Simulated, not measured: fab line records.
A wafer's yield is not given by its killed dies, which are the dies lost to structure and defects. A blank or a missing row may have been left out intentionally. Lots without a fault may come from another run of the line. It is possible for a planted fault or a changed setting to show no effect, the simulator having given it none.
Chamber matching | flow n5Finfet | N5_BEOL_M5_STRIP_64 on rieDiel-01 has 4 sister chambers
The step strips in CF4. 4 wafers are shown with their chamber, then 11 later ones without.

== WAFERS, EACH WITH ITS CHAMBER ==
wafer  | chamber | drypumpMotorCurrentA (A)
L083.5 | 1       | 5.7
L084.2 | 0       | 6.0
L087.6 | 2       | 5.6
L091.2 | 3       | 6.4

== WAFERS WITH NO CHAMBER GIVEN ==
wafer  | drypumpMotorCurrentA (A)
L091.4 | 6.0
L091.6 | 5.6
L095.2 | 5.6
L095.5 | 6.0
L095.6 | 5.7
L096.2 | 5.7
L096.4 | 6.3
L096.5 | 5.7
L097.3 | 6.0
L097.4 | 5.7
L097.5 | 5.6

== WHICH CHAMBER EACH ONE RAN IN ==
wafer  | from the rows above | in truth
L091.4 | 0                   | 0
L091.6 | 2                   | 2
L095.2 | 2                   | 2
L095.5 | 0                   | 0
L095.6 | 1                   | 1
L096.2 | 1                   | 1
L096.4 | 3                   | 3
L096.5 | 1                   | 1
L097.3 | 0                   | 0
L097.4 | 1                   | 1
L097.5 | 2                   | 2
11 of 11 placed correctly. Number that these rows cannot place: 0. Placed wrongly: 0.
How it was worked out, from the rows above alone: a wafer's distance from a chamber is the root of the sum, over the readings, of the square of ((its reading less the chamber's mean) divided by the reading's scatter). The wafer belongs to the nearest chamber; if the next one is less than 2 further off, it can't be placed. For every chamber, the mean is computed from those of its wafers that are shown. The scatter: with one shown wafer a chamber, the root of the mean of the squares of how far each hidden wafer lies from its nearest shown one.
